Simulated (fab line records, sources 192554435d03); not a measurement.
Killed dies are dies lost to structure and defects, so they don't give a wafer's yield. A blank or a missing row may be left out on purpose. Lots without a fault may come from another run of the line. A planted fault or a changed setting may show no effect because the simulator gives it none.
Chamber matching | flow n5_finfet | N5_BEOL_M10_STRIP_67 on rie_diel-06: 4 sister chambers
The step strips in CF4. 16 wafers are shown with their chamber, then 8 later ones without.

WAFERS WITH THEIR CHAMBER
wafer  | chamber | showerhead_plenum_p_Torr (Torr) | drypump_motor_current_A (A) | throttle_valve_pct (%)
L078.1 | 0       | 1.89                            | 5.56                        | 13.63
L078.2 | 3       | 1.83                            | 5.27                        | 13.05
L078.3 | 1       | 1.75                            | 5.60                        | 13.43
L082.4 | 1       | 1.75                            | 5.61                        | 13.45
L082.5 | 2       | 1.89                            | 5.77                        | 13.23
L082.6 | 3       | 1.83                            | 5.26                        | 13.07
L084.1 | 3       | 1.83                            | 5.26                        | 13.05
L084.4 | 0       | 1.89                            | 5.57                        | 13.66
L084.6 | 0       | 1.89                            | 5.56                        | 13.64
L087.1 | 0       | 1.89                            | 5.57                        | 13.68
L087.2 | 2       | 1.88                            | 5.75                        | 13.29
L087.6 | 0       | 1.89                            | 5.58                        | 13.69
L091.3 | 0       | 1.89                            | 5.56                        | 13.69
L091.4 | 1       | 1.74                            | 5.59                        | 13.49
L091.6 | 2       | 1.88                            | 5.76                        | 13.30
L089.2 | 2       | 1.88                            | 5.74                        | 13.29

SIGNATURES (means of the wafers above)
reading                  | chamber 0 | chamber 1 | chamber 2 | chamber 3 | scatter within a chamber
showerhead_plenum_p_Torr | 1.8900    | 1.7467    | 1.8825    | 1.8300    | 0.00344
drypump_motor_current_A  | 5.5667    | 5.6000    | 5.7550    | 5.2633    | 0.00957
throttle_valve_pct       | 13.6650   | 13.4567   | 13.2775   | 13.0567   | 0.0267
Rule: a wafer's distance from a chamber is the root of the sum, over the readings, of the square of ((its reading less the chamber's mean) divided by the reading's scatter). The wafer belongs to the nearest chamber; if the next one is less than 2 further off, it can't be placed. The scatter: the root of (the sum of the squares of (reading less its chamber's mean) over the shown wafers, divided by (wafers less chambers)).

WAFERS WITHOUT THEIR CHAMBER
wafer  | showerhead_plenum_p_Torr (Torr) | drypump_motor_current_A (A) | throttle_valve_pct (%)
L089.4 | 1.82                            | 5.27                        | 13.12
L089.5 | 1.88                            | 5.75                        | 13.30
L093.1 | 1.82                            | 5.28                        | 13.11
L093.2 | 1.88                            | 5.59                        | 13.72
L093.4 | 1.74                            | 5.59                        | 13.50
L096.3 | 1.87                            | 5.72                        | 13.32
L096.5 | 1.74                            | 5.64                        | 13.53
L096.6 | 1.82                            | 5.25                        | 13.15

WHICH CHAMBER EACH WENT THROUGH
wafer  | from the rows above | in truth
L089.4 | 3                   | 3
L089.5 | 2                   | 2
L093.1 | 3                   | 3
L093.2 | 0                   | 0
L093.4 | 1                   | 1
L096.3 | 2                   | 2
L096.5 | 1                   | 1
L096.6 | 3                   | 3
Placed correctly: 8 of 8. Can't be placed from these rows: 0. Placed wrongly: 0.
